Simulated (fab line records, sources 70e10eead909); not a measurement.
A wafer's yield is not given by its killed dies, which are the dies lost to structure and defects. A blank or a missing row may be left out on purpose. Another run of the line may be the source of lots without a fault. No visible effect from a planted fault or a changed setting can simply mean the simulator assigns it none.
Chamber matching + flow nand-harc + cmp-04 running NHARC_P_M2_CMP_23: 4 sister chambers
The step polishes, t overpolish 20 s, target thk 144.3 nm. 8 wafers are shown with their chamber, then 7 later ones without.

## WAFERS WITH THEIR CHAMBER
| wafer  | chamber | motor-current-A (A) | retaining-ring-pressure-frac |
|--------|---------|---------------------|------------------------------|
| L922.1 | 2       | 11.7                | 1.000                        |
| L927.1 | 3       | 11.4                | 0.994                        |
| L927.5 | 0       | 10.5                | 1.007                        |
| L931.1 | 1       | 15.2                | 1.002                        |
| L931.2 | 0       | 10.4                | 1.004                        |
| L931.4 | 3       | 11.7                | 0.997                        |
| L935.4 | 1       | 13.4                | 0.999                        |
| L935.5 | 2       | 11.8                | 0.991                        |

## WAFERS MISSING THEIR CHAMBER
| wafer  | motor-current-A (A) | retaining-ring-pressure-frac |
|--------|---------------------|------------------------------|
| L935.6 | 11.3                | 1.010                        |
| L940.1 | 12.1                | 0.993                        |
| L940.3 | 14.6                | 0.999                        |
| L940.5 | 14.7                | 0.998                        |
| L941.1 | 14.6                | 1.001                        |
| L941.2 | 10.0                | 1.002                        |
| L941.5 | 11.5                | 1.001                        |

## WHICH CHAMBER EACH ONE RAN IN
| wafer  | from the rows above          | in truth                   |
|--------|------------------------------|----------------------------|
| L935.6 | 0                            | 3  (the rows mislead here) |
| L940.1 | can't be placed: 2 or 3      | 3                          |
| L940.3 | 1                            | 1                          |
| L940.5 | 1                            | 1                          |
| L941.1 | 1                            | 1                          |
| L941.2 | can't be placed: 0 or 3      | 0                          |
| L941.5 | can't be placed: 3 or 2 or 0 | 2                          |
Correct placement for 3 of the 7. Unplaceable from these rows: 3, with the true chamber sitting among the candidates in 3. 1 placed wrongly.
How it was worked out, from the rows above alone: a wafer's distance from a chamber is the root of the sum, over the readings, of the square of ((its reading less the chamber's mean) divided by the reading's scatter). If the next closest chamber is less than 2 further off than the closest, the wafer can't be placed; otherwise it belongs to the closest. A chamber's mean is the mean of its shown wafers. How the scatter is found: for the shown wafers, subtract from each reading the mean of its chamber, square and add these, divide the total by (wafers less chambers), then take the root.
